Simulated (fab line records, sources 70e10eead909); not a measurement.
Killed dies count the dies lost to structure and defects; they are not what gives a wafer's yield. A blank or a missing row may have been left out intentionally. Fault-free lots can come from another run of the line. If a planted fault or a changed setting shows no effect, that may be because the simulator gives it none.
Comparing a struck lot with a sound one    flow nand-harc    15 out of 1159 route steps
Sound: these wafers, L408.2, L408.3, L408.6. Wafers struck: L416.2, L416.3, L416.4. At the end, the cause is stated.
Each step with rows lists, per side, the tool, then ch with its chambers, then its first start. Under that, the readings that differ: sound wafers    struck wafers    difference of the means    sigmas: that difference in standard deviations of wafers without a fault.
alike: same words and numbers on both sides, and readings whose means sit less than 2 such deviations apart. not compared: any withheld reading, any reading some wafer has no value for, any bound like >300 that may hide the same value, and any number with overlapping values for which the record gives no deviation.
A row with sigmas, a row that says differs or no value, or rows on one side alone: a step with any of these is where the two part. Numbers that don't overlap but have no deviation are shown without sigmas and don't part them. A reading that every wafer of one side lacks parts them only if that side has two wafers or more.

first, 3 steps without rows for these wafers: NHARC_P_GATE_EXPOSE_08 (exposes mask P HV); NHARC_P_GATE_PEB_09 (peb time 85 s); NHARC_P_GATE_DEVELOP_10 (time 70 s).
NHARC_P_GATE_CD_MEAS_11 targets a cd of 1640 nm.
  sound on cd-sem-03 ch 0, day 5 03:01; struck on cd-sem-02 ch 0, day 7 10:48
  alike: cd-nm
then, 1 step without rows for these wafers: NHARC_P_GATE_HARDBAKE_12 (time 80 s).
NHARC_P_GATE_DESCUM_13: chemistry O2, time 3 s.
  sound on rie-diel-04 ch 0,3, day 5 03:10; struck on rie-diel-07 ch 1,2,3, day 7 11:20
  alike: drypump-motor-current-A, o2-flow-sccm, oes-product-au, rf-vpp-V, showerhead-plenum-p-Torr, throttle-valve-pct
  not compared: rf-hours-counter-h
then, 6 steps without rows for these wafers: NHARC_P_GATE_ETCH_14 (etches SiO2 in dHF, target depth 48.8 nm); NHARC_P_GATE_STRIP_15 (strips in SPM, time 780 s); NHARC_P_GATE_PRECLEAN_71 (cleans in SC1); NHARC_P_GATE_SRD_72; NHARC_P_GATE_OXIDE_16 (material SiO2, target thk 3 nm, ox time 392 s); NHARC_P_GATE_CVD_17 (deposits poly-Si, target thk 150 nm, time 900 s).
NHARC_P_GATE_HM_DEP_102: deposits aC, target thk 120 nm.
  sound on acl-dep-03 ch 0, day 5 15:36; struck on acl-dep-01 ch 0, day 8 02:41
  alike: throttle-valve-pct
NHARC_P_GATE_DEP_103: deposits SiON, target thk 30 nm.
  sound on pecvd-02 ch 1,2, day 5 16:09; struck on pecvd-02 ch 0,2, day 8 03:15
reading             sound              struck             difference  sigmas
rf-fwd-power-W (W)  348.3 348.0 348.0  349.4 350.8 351.0  +2.3        +2
  alike: heater-power-w
-- record jumps: 15 days between struck wafers' starts before vs after; left off in module P_GATE, resumes in module END, first step shown is number 1159 of the route --
NHARC_END_SORT_01:
  sound on prober-02 ch 0, day 20 13:37; struck on prober-01 ch 0, day 23 05:46
  alike: killed-at-array, killed-at-other, killed-at-periphery, killed-dies, killed-open, killed-short

## WHERE THEY PART
Only at NHARC_P_GATE_DEP_103, as far as this record shows. Later steps at which nothing parts them and some readings are alike: NHARC_END_SORT_01.

WHY: the cause the simulator had injected
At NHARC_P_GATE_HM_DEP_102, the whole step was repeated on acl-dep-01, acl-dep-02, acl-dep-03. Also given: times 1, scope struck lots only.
